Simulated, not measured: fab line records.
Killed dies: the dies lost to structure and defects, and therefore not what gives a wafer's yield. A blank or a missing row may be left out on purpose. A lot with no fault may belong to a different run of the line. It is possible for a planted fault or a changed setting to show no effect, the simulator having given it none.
One fault seen from 2 desks || flow n5 finfet || numbers are kept per desk, each desk with only its own; the story behind them comes last

== TOOL OWNER'S DESK, rtp anneal-02 ==
The tool's own readings at N5_BEOL_M15_ANNEAL_48 (time 90 s): means of the sampled wafers that have a number, for each lot that ran on this tool. A lot is out of limits, marked OUT, if its mean lies more than 4 standard deviations from the usual mean; the brackets give that distance.
Columns: A = wafer_temp_C_max at N5_BEOL_M15_ANNEAL_48, usual 226.0
{"lot": "L722", "first seen here": "day 11 14:29", "A": 225.8}
{"lot": "L724", "first seen here": "day 11 20:52", "A": "221.6 (-12) OUT"}
{"lot": "L725", "first seen here": "day 12 03:41", "A": "221.7 (-11) OUT"}
{"lot": "L739", "first seen here": "day 16 06:02", "A": 225.6}
{"lot": "L743", "first seen here": "day 16 16:32", "A": 225.6}
{"lot": "L742", "first seen here": "day 16 17:51", "A": 225.9}
{"lot": "L745", "first seen here": "day 17 05:32", "A": 225.7}
Finding of this desk: L724, L725 out of limits; the first was L724 at day 11 20:52, on wafer_temp_C_max at N5_BEOL_M15_ANNEAL_48. L722, L739, L743, L742, L745 stayed within limits.

== THE DEFECT DESK ==
Counts from the inspections along the route, per lot, as means over the sampled wafers that have a number. A lot is out of limits, marked OUT, if its mean lies more than 4 standard deviations from the usual mean; the brackets give that distance.
Columns: A = raw defect count at N5_BEOL_M14_INSPECT_55, usual 70
{"lot": "L722", "first seen here": "day 11 09:04", "A": 62}
{"lot": "L724", "first seen here": "day 11 14:06", "A": 75}
{"lot": "L725", "first seen here": "day 11 23:22", "A": 79}
{"lot": "L734", "first seen here": "day 14 04:32", "A": 70}
{"lot": "L740", "first seen here": "day 15 18:09", "A": 76}
{"lot": "L739", "first seen here": "day 16 00:18", "A": 57}
{"lot": "L741", "first seen here": "day 16 03:17", "A": 58}
{"lot": "L743", "first seen here": "day 16 11:27", "A": 42}
{"lot": "L742", "first seen here": "day 16 13:50", "A": 46}
{"lot": "L745", "first seen here": "day 16 23:34", "A": 83}
{"lot": "L744", "first seen here": "day 17 16:49", "A": 61}
This desk found nothing out of limits on any of the 11 lots.

== PUT TOGETHER ==
The tool owner's desk had the chance to raise an alarm at day 11 20:52 on L724, L725.
Nothing out of limits was seen by the defect desk.
The defect desk has L724, L725 on record, within its limits.
All the named lots went through N5_BEOL_M15_ANNEAL_48 on rtp anneal-02.

== WHAT HAD BEEN PUT IN BY THE SIMULATOR ==
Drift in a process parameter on rtp anneal-02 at N5_BEOL_M15_ANNEAL_48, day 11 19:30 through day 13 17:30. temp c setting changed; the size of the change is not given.
Lots struck among those shown: L724, L725.
How many hours passed from the start of the fault until each desk's first out-of-limits reading: the tool owner's desk, 1.
